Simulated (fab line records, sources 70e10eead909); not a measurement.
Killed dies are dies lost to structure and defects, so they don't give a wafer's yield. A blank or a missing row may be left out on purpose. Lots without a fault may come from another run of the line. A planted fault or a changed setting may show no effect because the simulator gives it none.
A struck lot beside a sound one | flow nand_harc | 13 steps out of a route of 1302
Sound: wafers L413.1, L413.4, L413.5. Struck: wafers L415.1, L415.3, L415.5. The cause comes at the end.
At each step with rows: each side's tool, then ch and its chambers, then its first start. Under that, the readings that differ: sound wafers | struck wafers | difference of the means | sigmas: that difference in standard deviations of wafers without a fault.
alike: readings whose means differ by less than 2 such deviations, and words and numbers that are the same on both sides. not compared: withheld readings, readings that some wafer has no value for, bounds like >300 that may hide the same value, and numbers for which the record gives no deviation and whose values overlap.
The two part at a step that has a row with sigmas, a row that says differs or no value, or rows on one side only. Numbers that don't overlap but have no deviation are shown without sigmas and don't part them. A reading that every wafer of one side lacks parts them only if that side has two wafers or more.

NHARC_P_M1_INSPECT_27:
  sound on defect_inspect-01, day 7 13:48; struck on defect_inspect-01, day 8 17:29
  reading          | sound       | struck      | difference | sigmas
  raw_defect_count | 556 600 496 | 298 352 233 | -256       | -2
NHARC_P_M1_PRE_CLEAN_32: time 12 s.
  sound on pecvd-04 ch 1, day 7 13:52; struck on pecvd-02 ch 1,2, day 8 17:34
  reading            | sound       | struck      | difference | sigmas
  heater_power_w (W) | 803 780 785 | 697 523 523 | -208       | -2
NHARC_P_M1_DEP_33: deposits SiCN, target thk 30 nm.
  sound on pecvd-04 ch 1, day 7 13:59; struck on pecvd-02 ch 1,2, day 8 17:40
  alike: heater_power_w
then, 8 steps without rows for these wafers: NHARC_P_M2_DEP_00 (deposits SiOC, target thk 182.5 nm); NHARC_P_M2_DEHYDRATE_01 (time 120 s); NHARC_P_M2_HMDS_02 (time 30 s); NHARC_P_M2_COAT_34 (time 65 s); NHARC_P_M2_COAT_03 (resist thk 90 nm); NHARC_P_M2_SOFTBAKE_04 (time 55 s); NHARC_P_M2_EBR_05; NHARC_P_M2_EXPOSE_06 (exposes mask P M2, target cd 170 nm).
NHARC_P_M2_PEB_07: peb time 65 s.
  sound on litho_track-06 ch 0, day 7 15:17; struck on litho_track-04, day 8 18:46
  no value came back on the struck wafers for chill_plate_temp_C (C), exhaust_pa (Pa); on the sound wafers chill_plate_temp_C (C) reads 22.79 22.80 22.97
then, 1 step without rows for these wafers: NHARC_P_M2_DEVELOP_08 (develop time 35 s).

WHERE THEY PART
First at NHARC_P_M1_INSPECT_27; last, within this record, at NHARC_P_M2_PEB_07.

WHY: what the simulator had put in
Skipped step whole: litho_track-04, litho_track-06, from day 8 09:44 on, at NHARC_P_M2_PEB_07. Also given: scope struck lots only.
